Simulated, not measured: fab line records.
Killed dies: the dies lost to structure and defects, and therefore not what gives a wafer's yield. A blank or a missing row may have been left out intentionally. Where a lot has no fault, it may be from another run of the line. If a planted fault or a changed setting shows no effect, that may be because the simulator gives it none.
fab line records | flow n5_finfet
record: lots: 10 | wafers: 28 | last_day: 20
route steps=1938 shown BEOL_M9@1418 PASSIVATION@1936
lots untouched by any fault: they come from a run of this same line in which no faults occurred
start_h: the number of hours between the record's first day and the start of the first shown wafer of the lot | wait_h: hours since the lot's step before | " identical to the entry in the row above | L1.1+2: a single row standing in for several wafers | - value missing, or start not given | * or withheld: withheld | < > ~ a bound
route shown NAME@n: names a module that has steps shown in the file, with the first one's number in the route | usual: average and standard deviation across the fault-free wafers | same: alike in all rows | chamber/n: place in a boat | sites: per-site readings | _std_site: their standard deviation | _edge_site: mean of outer sites minus mean of inner sites | radius_mm: for every site, how far away it sits from the centre of the wafer | mask NAME#n: copy n | behind: tool/chamber where the wafer was last shaped | hold: cause of the lot's hold/its duration in hours/its outcome | device: transistor that didn't switch, given as n, p or np | end of line: tests run on the same wafers once the route is complete | a step with no rows: only its recipe | killed: the dies lost at the first sort to structure and to defects; this is not the yield of the wafer | map: a wafer's dies, x killed, . not, _ none there
set.NAME: the setting that was run; set.NAME@STEP: the one run at that earlier step | model.NAME: the simulator's own value behind a step, which no gauge read
steps of the route over a sample of lots; a table a step, a row a wafer
services: when a tool's chamber went out of use (start_h, in hours from the record's first day, below 0 if earlier), for how many hours, and the reason
== steps ==
step: N5_BEOL_M9_ETCH_61
recipe: chemistry: CF4 | target: SiARC | target_depth_a: 390 | mask_material: CAR-ArF | time_s: 65 | ion_energy_ev: 80 | pressure_mtorr: 40 | source_w: 545 | bias_w: 36 | Ar_flow_sccm: 100 | cf4_flow_sccm: 100 | ends: cleared
usual: drypump_motor_current_A: 5.9/0.39 | etch_rf_on_time_s: 65.0/1 | oes_product_au: 0.66/0.066 | rf_vpp_V: 183.9/1.1 | showerhead_plenum_p_Torr: 2.13/0.058 | throttle_valve_pct: 15.58/0.18
lot.wafer | tool        | chamber | start_h | wait_h | drypump_motor_current_A | etch_rf_on_time_s | oes_product_au | rf_hours_counter_h | rf_vpp_V | showerhead_plenum_p_Torr | throttle_valve_pct
L155.2    | rie_diel-02 | 3       | 203.92  | 0.0    | 5.6                     | 65.8              | 0.74           | 35                 | 186.1    | 2.27                     | 15.43
L155.5    | "           | 1       | "       | "      | 6.4                     | 65.5              | 0.60           | -                  | 182.9    | 2.13                     | 15.50
L155.6    | "           | 2       | "       | "      | 6.4                     | 66.1              | 0.72           | -                  | 184.4    | 2.17                     | 15.33
L157.2    | rie_diel-04 | 0       | 226.16  | 0.0    | 5.5                     | 64.8              | 0.60           | 210                | 184.4    | 2.12                     | 15.70
L157.4    | "           | 3       | "       | "      | 6.0                     | 64.8              | 0.75           | 56                 | 184.4    | 2.08                     | 15.36
L157.5    | "           | 3       | "       | "      | 6.0                     | 64.5              | 0.76           | -                  | 183.1    | 2.08                     | 15.35
L160.1    | rie_diel-04 | 1       | 231.89  | 0.0    | 5.4                     | 64.1              | 0.68           | 100                | 183.9    | 2.07                     | 15.67
L160.3    | "           | 0       | "       | "      | 5.5                     | 64.8              | 0.61           | 211                | 184.1    | 2.12                     | 15.70
L160.4    | "           | 3       | "       | "      | 6.0                     | 64.5              | 0.75           | 57                 | 182.9    | 2.08                     | 15.35
L161.3    | rie_diel-04 | 2       | 236.27  | 0.0    | 6.0                     | 65.8              | 0.60           | 235                | 182.3    | 2.13                     | 15.61
L161.5    | "           | 2       | "       | "      | 6.0                     | 66.2              | 0.60           | -                  | 183.4    | 2.13                     | 15.60
L161.6    | "           | 1       | "       | "      | 5.4                     | 63.4              | 0.68           | -                  | 184.0    | 2.07                     | 15.65
L163.3    | rie_diel-03 | 1       | 248.64  | 0.0    | 5.2                     | 64.4              | 0.76           | 28                 | 185.9    | 2.19                     | 15.61
L163.5    | "           | 1       | "       | "      | 5.2                     | 64.9              | 0.75           | -                  | 185.8    | 2.19                     | 15.61
L164.2    | rie_diel-02 | 0       | 252.24  | 0.0    | 6.3                     | 64.6              | 0.60           | 207                | 183.6    | 2.11                     | 15.68
L164.5    | "           | 3       | "       | "      | 5.5                     | 65.1              | 0.72           | -                  | 184.7    | 2.26                     | 15.47
L164.6    | "           | 0       | "       | "      | 6.3                     | 64.1              | 0.61           | -                  | 184.8    | 2.11                     | 15.68
L174.1    | rie_diel-04 | 3       | 362.51  | 0.0    | 6.1                     | 65.0              | 0.71           | 86                 | 183.4    | 2.07                     | 15.41
L174.4    | "           | 2       | "       | "      | 6.0                     | 64.5              | 0.79           | 11                 | 182.5    | 2.12                     | 15.17
L174.5    | "           | 2       | "       | "      | 6.0                     | 64.8              | 0.77           | -                  | 183.1    | 2.12                     | 15.16
L175.3    | rie_diel-02 | 0       | 372.68  | 0.0    | 6.3                     | 64.1              | 0.59           | 237                | 182.3    | 2.10                     | 15.73
L175.6    | "           | 3       | "       | "      | 5.5                     | 64.7              | 0.69           | -                  | 185.0    | 2.25                     | 15.52
L177.4    | rie_diel-03 | 0       | 375.42  | 0.0    | 5.5                     | 65.5              | 0.59           | -                  | 184.3    | 2.03                     | 16.01
L177.5    | "           | 3       | "       | "      | 5.7                     | 67.3              | 0.71           | -                  | 184.1    | 2.18                     | 15.53
L177.6    | "           | 2       | "       | "      | 5.7                     | 65.5              | 0.75           | -                  | 184.3    | 2.11                     | 15.66
L172.1    | rie_diel-02 | 0       | 381.02  | 0.0    | 6.3                     | 63.9              | 0.59           | 240                | 184.7    | 2.10                     | 15.75
L172.3    | "           | 2       | "       | "      | 6.3                     | 66.6              | 0.66           | 96                 | 184.5    | 2.15                     | 15.42
L172.5    | "           | 1       | "       | "      | 6.4                     | 65.2              | 0.58           | -                  | 181.2    | 2.11                     | 15.61
step: N5_BEOL_M9_ETCH_76
recipe: chemistry: N2/H2 | target: underlayer | target_depth_a: 65 | mask_material: CAR-EUV | time_s: 5.2 | ion_energy_ev: 200 | pressure_mtorr: 30 | source_w: 840 | bias_w: 150 | n2_flow_sccm: 200 | h2_flow_sccm: 200 | ends: cleared
usual: drypump_motor_current_A: 5.9/0.4 | etch_rf_on_time_s: 5.22/0.1 | oes_product_au: 0.67/0.067 | rf_vpp_V: 523.8/2.6 | showerhead_plenum_p_Torr: 2.53/0.076 | throttle_valve_pct: 17.80/0.23
lot.wafer | tool        | chamber | start_h | wait_h | drypump_motor_current_A | etch_rf_on_time_s | oes_product_au | rf_hours_counter_h | rf_vpp_V | showerhead_plenum_p_Torr | throttle_valve_pct
L155.2    | rie_diel-02 | 1       | 207.51  | 0.0    | 6.4                     | 5.18              | 0.61           | 193                | 523.5    | 2.52                     | 17.71
L155.5    | "           | 3       | "       | "      | 5.5                     | 5.26              | 0.73           | -                  | 528.7    | 2.68                     | 17.59
L155.6    | "           | 2       | "       | "      | 6.4                     | 5.29              | 0.72           | -                  | 524.9    | 2.58                     | 17.56
L157.2    | rie_diel-02 | 3       | 227.22  | 0.0    | 5.5                     | 5.26              | 0.73           | 41                 | 527.0    | 2.68                     | 17.59
L157.4    | "           | 2       | "       | "      | 6.4                     | 5.30              | 0.72           | 53                 | 523.4    | 2.58                     | 17.56
L157.5    | "           | 3       | "       | "      | 5.5                     | 5.26              | 0.73           | -                  | 526.5    | 2.68                     | 17.63
L160.1    | rie_diel-02 | 2       | 233.12  | 0.0    | 6.3                     | 5.29              | 0.70           | 54                 | 524.2    | 2.57                     | 17.56
L160.3    | "           | 3       | "       | "      | 5.5                     | 5.25              | 0.73           | 42                 | 527.8    | 2.68                     | 17.61
L160.4    | "           | 0       | "       | "      | 6.3                     | 5.10              | 0.61           | 200                | 522.6    | 2.51                     | 17.80
L161.3    | rie_diel-02 | 2       | 237.27  | 0.0    | 6.3                     | 5.37              | 0.71           | 55                 | 525.6    | 2.57                     | 17.55
L161.5    | "           | 2       | "       | "      | 6.4                     | 5.33              | 0.70           | -                  | 523.7    | 2.57                     | 17.55
L161.6    | "           | 1       | "       | "      | 6.4                     | 5.22              | 0.60           | -                  | 523.5    | 2.52                     | 17.73
L163.3    | rie_diel-02 | 0       | 250.05  | 0.0    | 6.3                     | 5.18              | 0.60           | 206                | 523.8    | 2.51                     | 17.82
L163.5    | "           | 0       | "       | "      | 6.3                     | 5.20              | 0.60           | -                  | 521.9    | 2.51                     | 17.82
L164.2    | rie_diel-02 | 3       | 253.26  | 0.0    | 5.5                     | 5.27              | 0.70           | 50                 | 531.3    | 2.68                     | 17.64
L164.5    | "           | 2       | "       | "      | 6.4                     | 5.27              | 0.70           | -                  | 525.4    | 2.57                     | 17.56
L164.6    | "           | 1       | "       | "      | 6.4                     | 5.14              | 0.59           | -                  | 523.8    | 2.51                     | 17.76
L174.1    | rie_diel-02 | 0       | 364.30  | 0.0    | 6.3                     | 5.08              | 0.59           | 235                | 521.1    | 2.50                     | 17.87
L174.4    | "           | 2       | "       | "      | 6.4                     | 5.28              | 0.66           | 90                 | 524.1    | 2.56                     | 17.62
L174.5    | "           | 3       | "       | "      | 5.5                     | 5.21              | 0.69           | -                  | 525.9    | 2.66                     | 17.64
L175.3    | rie_diel-04 | 1       | 373.78  | 0.0    | 5.4                     | 5.13              | 0.65           | 136                | 522.4    | 2.44                     | 18.02
L175.6    | "           | 3       | "       | "      | 6.1                     | 5.22              | 0.69           | -                  | 521.4    | 2.47                     | 17.78
L177.4    | rie_diel-03 | 2       | 376.59  | 0.0    | 5.7                     | 5.21              | 0.76           | -                  | 522.7    | 2.48                     | 17.91
L177.5    | "           | 0       | "       | "      | 5.5                     | 5.21              | 0.58           | -                  | 522.0    | 2.41                     | 18.28
L177.6    | "           | 3       | "       | "      | 5.7                     | 5.39              | 0.71           | -                  | 524.3    | 2.59                     | 17.75
L172.1    | rie_diel-03 | 0       | 382.18  | 0.0    | 5.5                     | 5.13              | 0.59           | 238                | 520.3    | 2.41                     | 18.32
L172.3    | "           | 2       | "       | "      | 5.7                     | 5.19              | 0.74           | 35                 | 522.6    | 2.48                     | 17.91
L172.5    | "           | 3       | "       | "      | 5.7                     | 5.37              | 0.70           | -                  | 524.7    | 2.59                     | 17.73
step: N5_BEOL_M9_ETCH_66
recipe: chemistry: N2/H2 | target: SOC | target_depth_a: 800 | overetch_a: 160 | mask_material: SiARC | temp_c: 40 | time_s: 120 | ion_energy_ev: 200 | pressure_mtorr: 30 | source_w: 840 | bias_w: 150 | n2_flow_sccm: 200 | h2_flow_sccm: 200
usual: drypump_motor_current_A: 5.9/0.4 | oes_product_au: 0.60/0.062 | rf_vpp_V: 523.8/2.4 | run_length_s: 143.4/0.42 | showerhead_plenum_p_Torr: 2.53/0.075 | throttle_valve_pct: 17.76/0.22
lot.wafer | tool        | chamber | start_h | wait_h | drypump_motor_current_A | oes_product_au | rf_hours_counter_h | rf_vpp_V | run_length_s | showerhead_plenum_p_Torr | throttle_valve_pct
L155.2    | rie_diel-02 | 1       | 207.55  | 0.0    | 6.4                     | 0.55           | 193                | 524.0    | 143.5        | 2.52                     | 17.65
L155.5    | "           | 3       | "       | "      | 5.5                     | 0.67           | -                  | 527.5    | 143.9        | 2.68                     | 17.56
L155.6    | "           | 2       | "       | "      | 6.3                     | 0.65           | -                  | 525.9    | 143.0        | 2.58                     | 17.50
L157.2    | rie_diel-02 | 3       | 227.27  | 0.0    | 5.5                     | 0.65           | 41                 | 528.7    | 144.0        | 2.68                     | 17.56
L157.4    | "           | 2       | "       | "      | 6.4                     | 0.64           | 53                 | 524.9    | 143.0        | 2.57                     | 17.51
L157.5    | "           | 3       | "       | "      | 5.5                     | 0.65           | -                  | 528.3    | 143.7        | 2.68                     | 17.58
L160.1    | rie_diel-02 | 2       | 233.17  | 0.0    | 6.4                     | 0.64           | 54                 | 526.2    | 142.7        | 2.57                     | 17.52
L160.3    | "           | 3       | "       | "      | 5.5                     | 0.66           | 42                 | 526.5    | 143.7        | 2.68                     | 17.58
L160.4    | "           | 0       | "       | "      | 6.3                     | 0.54           | 200                | 522.6    | 143.4        | 2.51                     | 17.77
L161.3    | rie_diel-02 | 2       | 237.32  | 0.0    | 6.3                     | 0.63           | 55                 | 525.4    | 142.8        | 2.57                     | 17.52
L161.5    | "           | 2       | "       | "      | 6.3                     | 0.64           | -                  | 523.9    | 143.1        | 2.57                     | 17.52
L161.6    | "           | 1       | "       | "      | 6.4                     | 0.54           | -                  | 523.0    | 143.7        | 2.52                     | 17.68
L163.3    | rie_diel-02 | 0       | 250.10  | 0.0    | 6.3                     | 0.54           | 206                | 524.2    | 143.2        | 2.51                     | 17.77
L163.5    | "           | 0       | "       | "      | 6.3                     | 0.50           | -                  | 523.5    | 159.3        | 2.51                     | 17.78
L164.2    | rie_diel-02 | 3       | 253.31  | 0.0    | 5.6                     | 0.61           | 50                 | 529.9    | 159.9        | 2.68                     | 17.58
L164.5    | "           | 2       | "       | "      | 6.3                     | 0.59           | -                  | 524.8    | 159.1        | 2.57                     | 17.53
L164.6    | "           | 1       | "       | "      | 6.4                     | 0.54           | -                  | 524.6    | 143.4        | 2.51                     | 17.70
L174.1    | rie_diel-02 | 0       | 364.34  | 0.0    | 6.3                     | 0.53           | 235                | 521.4    | 143.4        | 2.50                     | 17.82
L174.4    | "           | 2       | "       | "      | 6.3                     | 0.61           | 90                 | 524.6    | 142.8        | 2.56                     | 17.58
L174.5    | "           | 3       | "       | "      | 5.6                     | 0.62           | -                  | 527.4    | 143.9        | 2.66                     | 17.63
L175.3    | rie_diel-04 | 1       | 373.83  | 0.0    | 5.4                     | 0.58           | 136                | 519.9    | 142.9        | 2.44                     | 17.98
L175.6    | "           | 3       | "       | "      | 6.1                     | 0.63           | -                  | 522.3    | 143.6        | 2.47                     | 17.73
L177.4    | rie_diel-03 | 2       | 376.67  | 0.0    | 5.7                     | 0.67           | -                  | 522.1    | 143.2        | 2.48                     | 17.87
L177.5    | "           | 0       | "       | "      | 5.5                     | 0.53           | -                  | 519.9    | 144.3        | 2.41                     | 18.25
L177.6    | "           | 3       | "       | "      | 5.7                     | 0.65           | -                  | 524.8    | 143.1        | 2.59                     | 17.69
L172.1    | rie_diel-03 | 0       | 382.22  | 0.0    | 5.5                     | 0.52           | 238                | 519.4    | 144.2        | 2.41                     | 18.27
L172.3    | "           | 2       | "       | "      | 5.7                     | 0.67           | 35                 | 523.1    | 143.1        | 2.48                     | 17.86
L172.5    | "           | 3       | "       | "      | 5.6                     | 0.64           | -                  | 524.9    | 143.4        | 2.59                     | 17.69
step: N5_BEOL_M9_STRIP_36
recipe: chemistry: N2/H2 | power_w: 450 | temp_c: 40 | pressure_mtorr: 20 | rf_frequency_hz: 6e+07 | overash_fraction: 0.3 | bias_power_w: 7 | h2_frac: 0.5 | n2_flow_sccm: 200 | h2_flow_sccm: 200
usual: drypump_motor_current_A: 5.9/0.4 | oes_product_au: 0.79/0.085 | power_w: 450.1/1.3 | rf_vpp_V: 59.2/1.4 | showerhead_plenum_p_Torr: 2.53/0.076 | throttle_valve_pct: 23.56/0.26
lot.wafer | tool        | chamber | start_h | wait_h | drypump_motor_current_A | oes_product_au | power_w | rf_hours_counter_h | rf_vpp_V | showerhead_plenum_p_Torr | throttle_valve_pct
L155.2    | rie_diel-02 | 1       | 207.71  | 0.0    | 6.4                     | 0.71           | 450.3   | 193                | 58.6     | 2.52                     | 23.51
L155.5    | "           | 3       | "       | "      | 5.6                     | 0.88           | 449.5   | -                  | 60.3     | 2.68                     | 23.39
L155.6    | "           | 2       | "       | "      | 6.4                     | 0.85           | 451.7   | -                  | 58.6     | 2.57                     | 23.31
L157.2    | rie_diel-02 | 3       | 227.43  | 0.0    | 5.5                     | 0.86           | 451.5   | 41                 | 57.2     | 2.67                     | 23.39
L157.4    | "           | 2       | "       | "      | 6.3                     | 0.85           | 450.5   | 53                 | 59.0     | 2.57                     | 23.29
L157.5    | "           | 3       | "       | "      | 5.5                     | 0.88           | 452.0   | -                  | 57.2     | 2.68                     | 23.39
L160.1    | rie_diel-02 | 2       | 233.33  | 0.0    | 6.3                     | 0.85           | 450.1   | 54                 | 59.3     | 2.57                     | 23.29
L160.3    | "           | 3       | "       | "      | 5.5                     | 0.88           | 450.5   | 42                 | 58.7     | 2.68                     | 23.40
L160.4    | "           | 0       | "       | "      | 6.3                     | 0.70           | 450.6   | 200                | 59.6     | 2.51                     | 23.43
L161.3    | rie_diel-02 | 2       | 237.48  | 0.0    | 6.3                     | 0.85           | 450.0   | 55                 | 57.3     | 2.57                     | 23.30
L161.5    | "           | 2       | "       | "      | 6.3                     | 0.85           | 449.3   | -                  | 61.0     | 2.57                     | 23.30
L161.6    | "           | 1       | "       | "      | 6.4                     | 0.71           | 450.6   | -                  | 60.4     | 2.51                     | 23.51
L163.3    | rie_diel-02 | 0       | 250.26  | 0.0    | 6.3                     | 0.69           | 450.5   | 206                | 59.0     | 2.50                     | 23.45
L163.5    | "           | 0       | "       | "      | 6.3                     | 0.69           | 448.9   | -                  | 59.9     | 2.50                     | 23.44
L164.2    | rie_diel-02 | 3       | 253.47  | 0.0    | 5.5                     | 0.85           | 447.3   | 50                 | 61.0     | 2.67                     | 23.40
L164.5    | "           | 2       | "       | "      | 6.4                     | 0.84           | 449.7   | -                  | 59.6     | 2.57                     | 23.31
L164.6    | "           | 1       | "       | "      | 6.4                     | 0.72           | 450.2   | -                  | 58.9     | 2.51                     | 23.51
L174.1    | rie_diel-02 | 0       | 364.51  | 0.0    | 6.4                     | 0.68           | 451.7   | 236                | 58.2     | 2.49                     | 23.49
L174.4    | "           | 2       | "       | "      | 6.3                     | 0.81           | 447.9   | 91                 | 59.1     | 2.55                     | 23.37
L174.5    | "           | 3       | "       | "      | 5.5                     | 0.83           | 448.9   | -                  | 59.2     | 2.66                     | 23.44
L175.3    | rie_diel-04 | 1       | 373.99  | 0.0    | 5.4                     | 0.76           | 447.7   | 136                | 58.3     | 2.43                     | 23.81
L175.6    | "           | 3       | "       | "      | 6.1                     | 0.85           | 451.2   | -                  | 60.0     | 2.47                     | 23.58
L177.4    | rie_diel-03 | 2       | 376.81  | 0.0    | 5.7                     | 0.87           | 451.1   | -                  | 56.8     | 2.48                     | 23.74
L177.5    | "           | 0       | "       | "      | 5.5                     | 0.69           | 450.1   | -                  | 59.2     | 2.40                     | 24.11
L177.6    | "           | 3       | "       | "      | 5.7                     | 0.84           | 450.2   | -                  | 62.0     | 2.59                     | 23.41
L172.1    | rie_diel-03 | 0       | 382.39  | 0.0    | 5.5                     | 0.69           | 451.1   | 238                | 59.1     | 2.40                     | 24.15
L172.3    | "           | 2       | "       | "      | 5.7                     | 0.87           | 451.1   | 36                 | 57.9     | 2.48                     | 23.78
L172.5    | "           | 3       | "       | "      | 5.6                     | 0.84           | 448.9   | -                  | 59.0     | 2.58                     | 23.42
step: N5_PASSIVATION_PROBE_49
usual: defect_limited_yield: 91.2/1.4 | killed_at_M0_to_M3: 36/10 | killed_at_M4_up: 13/5.1 | killed_at_contacts: 12/5.4 | killed_at_front_end: 39/11 | killed_at_other: 3.5/2.4 | killed_dies: 104/17 | killed_open: 67/13 | killed_short: 36/8.3 | sort_bin_5_function: 5.2/0.98 | sort_bin_6_memory: 3.3/0.68 | sort_n_pass: 1076/17 | sort_yield_pct: 91.2/1.4
same: gross_dies: 1180 | killed_at_back_side: 0 | sort_bin_4_leakage[%]: 0 | sort_bin_8_speed[%]: 0
lot.wafer | tool      | chamber | start_h | wait_h | defect_limited_yield[%] | killed_at_M0_to_M3 | killed_at_M4_up | killed_at_contacts | killed_at_front_end | killed_at_other | killed_dies | killed_open | killed_short | sort_bin_5_function[%] | sort_bin_6_memory[%] | sort_n_pass | sort_yield_pct[%]
L157.2    | prober-01 | -       | 278.46  | 0.1    | 90.4                    | 41                 | 10              | 21                 | 41                  | 0               | 113         | 71          | 41           | 4.7                    | 4.2                  | 1067        | 90.4
L157.4    | prober-01 | -       | 278.56  | 0.2    | 91.4                    | 30                 | 9               | 19                 | 41                  | 3               | 102         | 55          | 47           | 5.8                    | 2.9                  | 1078        | 91.4
L157.5    | prober-01 | -       | 278.61  | 0.2    | 89.2                    | 51                 | 9               | 14                 | 48                  | 5               | 127         | 85          | 42           | 5.8                    | 4.6                  | 1053        | 89.2
L163.5    | prober-01 | -       | 305.41  | 0.2    | 89.7                    | 31                 | 24              | 16                 | 46                  | 5               | 122         | 82          | 40           | 6.3                    | 3.5                  | 1058        | 89.7
L164.2    | prober-02 | -       | 309.27  | 0.1    | 89.7                    | 34                 | 24              | 16                 | 45                  | 2               | 121         | 87          | 34           | 6.8                    | 3.3                  | 1059        | 89.7
L164.5    | prober-02 | -       | 309.42  | 0.2    | 88.8                    | 34                 | 19              | 23                 | 52                  | 4               | 132         | 86          | 46           | 6.4                    | 4.2                  | 1048        | 88.8
L164.6    | prober-02 | -       | 309.47  | 0.3    | 91.0                    | 30                 | 25              | 12                 | 39                  | 0               | 106         | 75          | 31           | 5.4                    | 3.1                  | 1074        | 91.0
L175.3    | prober-01 | -       | 450.90  | 0.1    | 89.9                    | 52                 | 16              | 11                 | 40                  | 0               | 119         | 81          | 38           | 5.8                    | 3.9                  | 1061        | 89.9
L175.6    | prober-01 | -       | 451.05  | 0.3    | 92.4                    | 37                 | 7               | 8                  | 34                  | 4               | 90          | 55          | 35           | 4.6                    | 2.8                  | 1090        | 92.4
killed by level:class
L157.2 MOL_CONTACT_COAG:geometric_particle:open=18 FIN_SAQP:geometric_particle:short=13 BEOL_M2:geometric_particle:open=12 BEOL_M0_SAQP:geometric_particle:short=9 FIN_SAQP:geometric_particle:open=8 BEOL_M0_SAQP:geometric_particle:open=8 GATE_CUT:geometric_particle:short=5 DUMMY_GATE:geometric_particle:open=4
L157.4 MOL_CONTACT_COAG:geometric_particle:open=16 FIN_SAQP:geometric_particle:short=9 BEOL_M0_SAQP:geometric_particle:short=7 FIN_SAQP:geometric_particle:open=5 BEOL_M0_SAQP:geometric_particle:open=5 BEOL_M3:geometric_particle:short=5 GATE_CUT:geometric_particle:short=4 BEOL_M2:geometric_particle:open=4
L157.5 BEOL_M0_SAQP:geometric_particle:open=16 BEOL_M0_SAQP:geometric_particle:short=11 FIN_SAQP:geometric_particle:open=10 MOL_CONTACT_COAG:geometric_particle:open=10 BEOL_M3:geometric_particle:open=8 BEOL_M2:geometric_particle:open=7 FIN_SAQP:geometric_particle:short=6 STI_FIN_REVEAL:geometric_particle:open=6
L163.5 FIN_SAQP:geometric_particle:open=17 FIN_SAQP:geometric_particle:short=12 MOL_CONTACT_COAG:geometric_particle:open=12 BEOL_M4:geometric_particle:open=11 BEOL_M0_SAQP:geometric_particle:open=6 BEOL_M3:geometric_particle:open=6 BEOL_M0_SAQP:geometric_particle:short=5 BEOL_M1:geometric_particle:open=5
L164.2 FIN_SAQP:geometric_particle:open=21 MOL_CONTACT_COAG:geometric_particle:open=13 BEOL_M4:geometric_particle:open=10 BEOL_M0_SAQP:geometric_particle:open=7 FIN_SAQP:geometric_particle:short=6 BEOL_M3:geometric_particle:open=6 BEOL_M5:geometric_particle:open=5 BEOL_M0_SAQP:geometric_particle:short=4
L164.5 MOL_CONTACT_COAG:geometric_particle:open=20 FIN_SAQP:geometric_particle:open=14 STI_FIN_REVEAL:geometric_particle:open=9 DUMMY_GATE:geometric_particle:open=9 BEOL_M1:geometric_particle:open=8 BEOL_M1:geometric_particle:short=7 FIN_SAQP:geometric_particle:short=6 BEOL_M2:geometric_particle:short=5
L164.6 STI_FIN_REVEAL:geometric_particle:open=9 MOL_CONTACT_COAG:geometric_particle:open=9 BEOL_M3:geometric_particle:open=9 BEOL_M5:geometric_particle:open=9 BEOL_M4:geometric_particle:open=7 FIN_SAQP:geometric_particle:open=6 BEOL_M2:geometric_particle:open=6 DUMMY_GATE:geometric_particle:open=5
L175.3 FIN_SAQP:geometric_particle:open=15 BEOL_M0_SAQP:geometric_particle:short=14 BEOL_M0_SAQP:geometric_particle:open=14 BEOL_M2:geometric_particle:open=10 DUMMY_GATE:geometric_particle:open=9 MOL_CONTACT_COAG:geometric_particle:open=9 BEOL_M4:geometric_particle:open=6 BEOL_M1:geometric_particle:open=4
L175.6 BEOL_M1:geometric_particle:open=10 FIN_SAQP:geometric_particle:open=9 GATE_CUT:geometric_particle:short=8 BEOL_M0_SAQP:geometric_particle:open=8 FIN_SAQP:geometric_particle:short=5 BEOL_M0_SAQP:geometric_particle:short=5 BEOL_M3:geometric_particle:open=5 BEOL_M4:geometric_particle:open=5
== services ==
tool        | chamber | start_h | hours | kind
rie_diel-03 | 3       | 185.10  | -     | clean
rie_diel-03 | 3       | 185.10  | -     | consumable_replace:focus_ring
rie_diel-03 | 3       | 185.10  | 14.8  | scheduled_down
rie_diel-03 | 3       | 185.10  | 14.8  | vent_cycle
rie_diel-03 | 3       | 204.86  | 4.9   | repair
rie_diel-03 | 2       | 206.36  | 7.5   | repair
rie_diel-03 | 2       | 235.29  | -     | clean
rie_diel-03 | 2       | 235.29  | -     | consumable_replace:focus_ring
rie_diel-03 | 2       | 235.29  | 19.3  | scheduled_down
rie_diel-03 | 2       | 235.29  | 19.3  | vent_cycle
rie_diel-04 | 2       | 276.93  | -     | clean
rie_diel-04 | 2       | 276.93  | -     | consumable_replace:focus_ring
rie_diel-04 | 2       | 276.93  | 23.6  | scheduled_down
rie_diel-04 | 2       | 276.93  | 23.6  | vent_cycle
rie_diel-04 | -       | 291.47  | 14.6  | pm
rie_diel-03 | 1       | 298.37  | 98.2  | repair
== key ==
first_sign: step: N5_BEOL_M9_ETCH_66 | reading: run_length_s | direction: up | sigmas: 38 | usual: * | struck: *
effect none on later readings
met_at N5_BEOL_M9_ETCH_66
struck_lots L163,L164
struck_wafers L163.5,L164.2,L164.5
not_acting_at N5_BEOL_M9_ETCH_61,N5_BEOL_M9_ETCH_76,N5_BEOL_M9_STRIP_36
onset_between 237.32 250.10
fault: kind: process_parameter_drift | tool: rie_diel-02 | chamber: - | onset_h: 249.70 | steps: N5_BEOL_M9_ETCH_66 | channel: time_s | offset: * | shape: step | end_h: 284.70 | scope: struck_wafers_only | acts_in: * | stated: *
